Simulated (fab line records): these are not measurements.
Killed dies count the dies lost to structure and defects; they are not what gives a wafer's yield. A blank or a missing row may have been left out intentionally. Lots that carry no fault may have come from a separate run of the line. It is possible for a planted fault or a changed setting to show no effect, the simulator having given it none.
Struck lot and sound lot, side by side + flow nand_harc + 40 out of 1159 route steps
Sound: wafers L725.1, L725.2, L725.3. The struck wafers were L729.1, L729.5, L729.6. Last of all comes the cause.
Each step with rows lists, per side, the tool, then ch with its chambers, then its first start. Under that, the readings that differ: sound wafers + struck wafers + difference of the means + sigmas: that difference in standard deviations of wafers without a fault.
alike: readings whose means differ by less than 2 such deviations, and words and numbers that are the same on both sides. not compared: withheld readings, readings that some wafer has no value for, bounds like >300 that may hide the same value, and numbers for which the record gives no deviation and whose values overlap.
The two part at a step that has a row with sigmas, a row that says differs or no value, or rows on one side only. When numbers do not overlap yet have no deviation, they are printed without sigmas and do not part them. A reading missing from all wafers of one side parts the sides only when that side holds two or more wafers.

first, 7 steps without rows for these wafers: NHARC_A_BLC_COAT_03 (time 65 s); NHARC_A_BLC_COAT_04 (resist thk 90 nm); NHARC_A_BLC_SOFTBAKE_05 (time 55 s); NHARC_A_BLC_EBR_06; NHARC_A_BLC_EXPOSE_07 (exposes mask A BLC, target cd 100 nm); NHARC_A_BLC_PEB_08 (peb time 65 s); NHARC_A_BLC_DEVELOP_09 (develop time 35 s).
NHARC_A_BLC_CD_MEAS_10: the cd target is 100 nm.
  sound on cd_sem-03 ch 0, day 17 17:47; struck on cd_sem-01 ch 0, day 19 14:04
  alike: cd_nm
NHARC_A_BLC_OVL_MEAS_11:
  sound on overlay-02, day 17 17:52; struck on overlay-01, day 19 14:08
  alike: overlay_x_nm, overlay_y_nm
NHARC_A_BLC_INSPECT_12:
  sound on defect_inspect-02, day 17 17:54; struck on defect_inspect-01, day 19 14:11
  alike: raw_defect_count
then, 1 step without rows for these wafers: NHARC_A_BLC_DESCUM_15 (chemistry O2, time 3 s).
NHARC_A_BLC_ETCH_16: etches the open film in CF4, target depth 39 nm, time 65 s.
  sound on rie_diel-01 ch 0,2,3, day 17 18:04; struck on rie_diel-13 ch 2,3, day 19 14:20
  alike: drypump_motor_current_A, oes_product_au, rf_vpp_V, showerhead_plenum_p_Torr, throttle_valve_pct
  not compared: rf_hours_counter_h
NHARC_A_BLC_ETCH_17: etches the open film in N2/H2, target depth 390 nm, time 609.38 s.
  sound on rie_diel-01 ch 1,2,3, day 17 18:10; struck on rie_diel-13 ch 1,2,3, day 19 14:33
  alike: drypump_motor_current_A, oes_product_au, rf_vpp_V, showerhead_plenum_p_Torr, throttle_valve_pct
  not compared: rf_hours_counter_h
NHARC_A_BLC_ETCH_18: etches the open film in C4F8/O2/Ar, target depth 910 nm.
  sound on rie_diel-01 ch 0,1,3; struck on rie_diel-13 ch 1,2,3
  alike: oes_product_au, rf_vpp_V
  not compared: rf_hours_counter_h
NHARC_A_BLC_CD_MEAS_19:
  sound on cd_sem-02, day 17 18:58; struck on cd_sem-02, day 19 15:13
  alike: cd_nm
then, 1 step without rows for these wafers: NHARC_A_BLC_STRIP_29 (strips in CF4).
NHARC_A_BLC_STRIP_21: strips in O2.
  sound on rie_diel-13 ch 0,2,3, day 17 19:09; struck on rie_diel-04 ch 0,3, day 19 15:23
  alike: drypump_motor_current_A, oes_product_au, rf_vpp_V, showerhead_plenum_p_Torr, throttle_valve_pct
  not compared: rf_hours_counter_h
then, 1 step without rows for these wafers: NHARC_A_BLC_STRIP_22 (strips in post etch residue remover, time 600 s).
NHARC_A_BLC_DEGAS_30: time 60 s.
  sound on pvd_sputter-02, day 17 19:34; struck on pvd_sputter-03, day 19 15:50
  alike: heater_power_w
then, 2 steps without rows for these wafers: NHARC_A_BLC_PRE_CLEAN_31 (time 15 s); NHARC_A_BLC_PVD_32 (deposits Ti, target thk 5 nm, time 17.7 s).
NHARC_A_BLC_ALD_23: deposits TiN, target thk 3 nm, pulse time 1 s, ald cycles 150.
  sound on ald_metal-02 ch 1,2,3, day 17 19:49; struck on ald_metal-03 ch 1,2, day 19 16:05
  alike: heater_power_w, precursor_pulse_height_rel
then, 13 steps without rows for these wafers: NHARC_A_BLC_CVD_24 (deposits W, target thk 150 nm, time 434 s); NHARC_A_BLC_CMP_25 (polishes, t overpolish 30 s, target thk 150 nm); NHARC_A_BLC_SRD_27; NHARC_A_M0_DEP_00 (deposits SiOC, target thk 150 nm); NHARC_A_M0_DEHYDRATE_01 (time 120 s); NHARC_A_M0_HMDS_02 (time 30 s); NHARC_A_M0_COAT_33 (time 65 s); NHARC_A_M0_COAT_03 (resist thk 90 nm); NHARC_A_M0_SOFTBAKE_04 (time 55 s); NHARC_A_M0_EBR_05; NHARC_A_M0_EXPOSE_06 (exposes mask A M0, target cd 80 nm); NHARC_A_M0_PEB_07 (peb time 65 s); NHARC_A_M0_DEVELOP_08 (develop time 35 s).
NHARC_A_M0_CD_MEAS_09: the cd target is 80 nm.
  sound on cd_sem-02 ch 0, day 17 22:08; struck on cd_sem-03 ch 0, day 19 20:12
  alike: cd_nm
NHARC_A_M0_OVL_MEAS_10: pitch 160 nm.
  sound on overlay-02, day 17 22:13; struck on overlay-02, day 19 20:17
  alike: overlay_x_nm, overlay_y_nm
then, 2 steps without rows for these wafers: NHARC_A_M0_DESCUM_14 (chemistry O2, time 3 s); NHARC_A_M0_ETCH_34 (etches the open film in N2/H2, target depth 40 nm, overetch 12 nm, time 43.94 s).
NHARC_END_SORT_01:
  sound on prober-02 ch 0, day 19 19:35; struck on prober-02 ch 0, day 21 08:35
| reading         | sound    | struck     | difference | sigmas |
|-----------------|----------|------------|------------|--------|
| killed_at_array | 19 15 23 | 136 95 137 | +104       | +9     |
| killed_dies     | 24 20 23 | 137 98 138 | +102       | +9     |
  alike: killed_at_other, killed_at_periphery, killed_open, killed_short

== WHERE THEY PART ==
Within this record, at NHARC_END_SORT_01 only.

WHY: whatever the simulator had introduced
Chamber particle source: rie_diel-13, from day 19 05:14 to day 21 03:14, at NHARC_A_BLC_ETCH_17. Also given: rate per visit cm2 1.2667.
